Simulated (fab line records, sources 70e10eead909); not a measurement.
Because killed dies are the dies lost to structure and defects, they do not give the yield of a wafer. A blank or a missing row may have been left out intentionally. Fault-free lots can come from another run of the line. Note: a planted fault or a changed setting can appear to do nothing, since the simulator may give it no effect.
Which tool is to blame? | flow nand-harc | 13 lots with 39 wafers sampled at 5 steps, on a route of 1302 steps

== WHAT THE GAUGES SHOWED, per wafer ==
NHARC_P_ZERO_WELL_CD_MEAS_52 targets a cd of 2000 nm. Usual: cd-nm reads 2001.6 nm (standard deviation 2.7).
lot  | measured     | on        | cd-nm (nm)           | flag
L173 | day 2 01:37  | cd-sem-02 | 1998.8 2000.5 2002.3 |
L174 | day 2 11:29  | cd-sem-03 | 2004.4 2003.4 2003.7 |
L175 | day 2 21:52  | cd-sem-01 | 2002.3 1998.4 1999.2 |
L176 | day 3 07:49  | cd-sem-03 | 2003.8 1999.5 2002.7 |
L177 | day 3 17:51  | cd-sem-02 | 2002.0 1999.6 2001.8 |
L181 | day 5 09:58  | cd-sem-03 | 2003.2 2002.3 2004.5 |
L182 | day 5 19:47  | cd-sem-03 | 1998.8 2000.4 2000.9 |
L183 | day 6 05:49  | cd-sem-01 | 2002.9 1999.9 2001.4 |
L184 | day 6 16:11  | cd-sem-01 | 2002.9 2004.4 1999.4 |
L186 | day 7 12:54  | cd-sem-03 | 2001.7 1998.1 1996.5 |
L187 | day 7 21:52  | cd-sem-03 | 2003.3 2004.3 2001.2 |
L191 | day 9 13:54  | cd-sem-02 | 2003.1 2005.1 2008.8 |
L196 | day 11 15:52 | cd-sem-03 | 2004.2 2007.7 2002.5 |

NHARC_END_SORT_01. Usual: killed-at-array 54, standard deviation 21; killed-at-other 0.9, standard deviation 1.1; killed-at-periphery 3.5, standard deviation 2.5; killed-dies 58, standard deviation 21; killed-open 3.3, standard deviation 1.9; killed-short 2.6, standard deviation 1.8.
lot  | measured     | on        | killed-at-array | killed-at-other | killed-at-periphery | killed-dies | killed-open | killed-short | flag
L173 | day 25 01:17 | prober-02 | 14 21 25        | 2 1 1           | 3 10 8              | 19 32 34    | 3 1 2       | 0 2 2        |
L174 | day 24 16:21 | prober-02 | 56 53 52        | 0 0 0           | 2 4 4               | 58 57 56    | 2 6 5       | 3 2 0        |
L175 | day 25 01:41 | prober-01 | 61 41 43        | 0 0 1           | 0 2 4               | 61 43 48    | 3 2 3       | 1 3 3        |
L176 | day 27 09:43 | prober-01 | 21 23 31        | 1 0 0           | 3 3 2               | 25 26 33    | 1 2 3       | 1 6 0        |
L177 | day 26 22:45 | prober-02 | 85 85 87        | 2 4 2           | 2 1 0               | 89 90 89    | 1 1 3       | 1 4 4        |
L181 | day 27 18:29 | prober-01 | 86 101 76       | 0 0 1           | 4 2 3               | 90 103 80   | 3 3 2       | 4 3 3        |
L182 | day 28 11:56 | prober-02 | 55 49 55        | 0 0 0           | 1 1 2               | 56 50 57    | 5 3 6       | 2 3 3        |
L183 | day 29 02:26 | prober-01 | 46 37 42        | 0 0 0           | 5 4 5               | 51 41 47    | 3 1 5       | 1 2 2        |
L184 | day 29 21:07 | prober-02 | 41 34 39        | 0 2 0           | 4 2 2               | 45 38 41    | 5 3 1       | 3 5 1        |
L186 | day 30 09:29 | prober-01 | 58 53 56        | 2 0 1           | 5 13 6              | 65 66 63    | 1 5 6       | 1 1 5        |
L187 | day 30 09:28 | prober-02 | 58 55 62        | 2 2 0           | 2 3 3               | 62 60 65    | 3 3 5       | 6 3 9        |
L191 | day 31 12:10 | prober-02 | 55 65 60        | 0 2 0           | 2 2 4               | 57 69 64    | 4 6 6       | 0 2 4        |
L196 | day 34 04:04 | prober-02 | 35 51 41        | 2 1 0           | 1 5 1               | 38 57 42    | 5 6 2       | 5 4 4        |

== TOOL THAT RAN EACH LOT (tool first, then ch and the chambers of the sampled wafers, then the start) ==
lot  | NHARC_P_ZERO_WELL_DESCUM_13        | NHARC_P_ZERO_WELL_IMPLANT_27    | NHARC_P_STI_CMP_21
L173 | rie-diel-03 ch 0,3, day 1 21:17    | implanter-02 ch 0, day 1 22:38  | cmp-04 ch 1,2,3, day 3 21:05
L174 | rie-diel-03 ch 0,1,3, day 2 07:17  | implanter-02 ch 0, day 2 08:39  | cmp-02 ch 1,2, day 4 03:15
L175 | rie-diel-13 ch 0,1,2, day 2 17:33  | implanter-02 ch 0, day 2 18:58  | cmp-02 ch 0,1,3, day 4 11:49
L176 | rie-diel-03 ch 0,2,3, day 3 03:25  | implanter-02 ch 0, day 3 04:53  | cmp-03 ch 2,3, day 4 18:54
L177 | rie-diel-01 ch 1,2, day 3 13:29    | implanter-02 ch 0, day 3 14:58  | cmp-03 ch 0,1,3, day 5 05:10
L181 | rie-diel-01 ch 0,1,3, day 5 05:17  | implanter-02 ch 0, day 5 06:59  | cmp-03 ch 0,2,3, day 7 02:55
L182 | rie-diel-13 ch 0,1,3, day 5 15:24  | implanter-02 ch 0, day 5 16:55  | cmp-04 ch 0,2, day 7 18:30
L183 | rie-diel-01 ch 0,1,3, day 6 01:25  | implanter-02 ch 0, day 6 02:57  | cmp-03 ch 1,2, day 7 23:04
L184 | rie-diel-13 ch 0,3, day 6 11:28    | implanter-01 ch 0, day 6 13:02  | cmp-03 ch 0,3, day 8 06:17
L186 | rie-diel-01 ch 0,2, day 7 07:30    | implanter-01 ch 0, day 7 09:19  | cmp-02 ch 1,2,3, day 9 00:35
L187 | rie-diel-13 ch 0,1,2, day 7 17:19  | implanter-01 ch 0, day 7 18:52  | cmp-02 ch 0,2,3, day 9 16:38
L191 | rie-diel-13 ch 0,3, day 9 09:16    | implanter-02 ch 0, day 9 10:46  | cmp-02 ch 0,1,3, day 11 01:58
L196 | rie-diel-01 ch 1,2,3, day 11 11:24 | implanter-02 ch 0, day 11 12:56 | cmp-04 ch 0,1,2, day 13 03:26
- NHARC_P_ZERO_WELL_DESCUM_13: chemistry O2, time 3 s.
- NHARC_P_ZERO_WELL_IMPLANT_27
- NHARC_P_STI_CMP_21: polishes, t overpolish 20 s, target thk 380.67 nm.

== WHAT THE TOOLS THEMSELVES READ (means of the sampled wafers that have a number; where no wafer has one, the mark that the record gives instead) ==
NHARC_P_ZERO_WELL_DESCUM_13. Usual: drypump-motor-current-A 5.8 A, standard deviation 0.36; mfc-ar-sccm 0.008 sccm, standard deviation 0.0095; oes-product-au 1.000 a.u., standard deviation 0.014; rf-vpp-V 57.8 V, standard deviation 0.9; showerhead-plenum-p-Torr 1.93 Torr, standard deviation 0.088; throttle-valve-pct 11.311 %, standard deviation 0.0094.
lot  | tool        | drypump-motor-current-A (A) | mfc-ar-sccm (sccm) | oes-product-au (a.u.) | rf-vpp-V (V) | showerhead-plenum-p-Torr (Torr) | throttle-valve-pct (%) | flag
L173 | rie-diel-03 | 5.9                         | 0.002              | 0.986                 | 57.2         | 1.83                            | 11.304                 |
L174 | rie-diel-03 | 5.7                         | 0.009              | 0.992                 | 57.7         | 1.88                            | 11.310                 |
L175 | rie-diel-13 | 5.9                         | 0.010              | 1.004                 | 58.8         | 2.03                            | 11.314                 |
L176 | rie-diel-03 | 5.9                         | 0.003              | 0.991                 | 57.3         | 1.84                            | 11.313                 |
L177 | rie-diel-01 | 5.7                         | 0.007              | 0.997                 | 57.5         | 1.98                            | 11.305                 |
L181 | rie-diel-01 | 5.9                         | 0.012              | 0.998                 | 57.3         | 1.94                            | 11.320                 |
L182 | rie-diel-13 | 5.5                         | 0.007              | 0.994                 | 56.8         | 1.95                            | 11.300                 |
L183 | rie-diel-01 | 6.0                         | 0.012              | 0.997                 | 57.8         | 1.94                            | 11.309                 |
L184 | rie-diel-13 | 5.4                         | 0.000              | 1.003                 | 58.4         | 1.88                            | 11.315                 |
L186 | rie-diel-01 | 5.9                         | 0.009              | 0.986                 | 57.9         | 1.92                            | 11.317                 |
L187 | rie-diel-13 | 5.9                         | 0.010              | 1.008                 | 58.3         | 2.02                            | 11.313                 |
L191 | rie-diel-13 | 5.6                         | 0.001              | 0.999                 | 58.3         | 1.94                            | 11.314                 |
L196 | rie-diel-01 | 5.9                         | 0.003              | 0.999                 | 58.2         | 1.90                            | 11.308                 |

NHARC_P_ZERO_WELL_IMPLANT_27. Usual: beam-on-s reads 9.99 s (standard deviation 0.21).
lot  | tool         | beam-on-s (s) | flag
L173 | implanter-02 | 10.00         |
L174 | implanter-02 | 9.93          |
L175 | implanter-02 | 9.95          |
L176 | implanter-02 | 9.97          |
L177 | implanter-02 | 10.02         |
L181 | implanter-02 | 10.05         |
L182 | implanter-02 | 9.95          |
L183 | implanter-02 | 10.18         |
L184 | implanter-01 | 10.01         |
L186 | implanter-01 | 10.05         |
L187 | implanter-01 | 10.04         |
L191 | implanter-02 | 9.96          |
L196 | implanter-02 | 9.90          |

NHARC_P_STI_CMP_21. Usual: motor-current-A 12.5 A, standard deviation 1.1; overpolish-run-s 20.001 s, standard deviation 0.009.
lot  | tool   | motor-current-A (A) | overpolish-run-s (s) | flag
L173 | cmp-04 | 13.0                | 19.999               |
L174 | cmp-02 | 13.2                | 20.010               |
L175 | cmp-02 | 12.6                | 20.000               |
L176 | cmp-03 | 11.9                | 19.994               |
L177 | cmp-03 | 11.9                | 19.991               |
L181 | cmp-03 | 11.5                | 20.001               |
L182 | cmp-04 | 13.2                | 19.999               |
L183 | cmp-03 | 12.0                | 20.002               |
L184 | cmp-03 | 12.1                | 20.001               |
L186 | cmp-02 | 12.9                | 19.995               |
L187 | cmp-02 | 13.0                | 19.999               |
L191 | cmp-02 | 12.7                | 20.007               |
L196 | cmp-04 | 13.3                | 20.007               |

== THE ANSWER, worked out from the rows above alone ==
Rule: lot off if the mean of its wafers having a number is beyond 3 standard deviations from the usual mean. Also off: a lot with no number at a reading for which 4 or more lots have one. Where the step has rows for the other lots, those lots are counted as sound. Order of review: gauges by route order, followed by the tools' own readings, for which a lot's mean as printed above is used. The first step at which some lot is off is used, and at that step the reading that is off furthest; a lot without a number counts as furthest.
None of the lots is off at any reading shown; this tells nothing.

== WHAT THE SIMULATOR HAD INSERTED ==
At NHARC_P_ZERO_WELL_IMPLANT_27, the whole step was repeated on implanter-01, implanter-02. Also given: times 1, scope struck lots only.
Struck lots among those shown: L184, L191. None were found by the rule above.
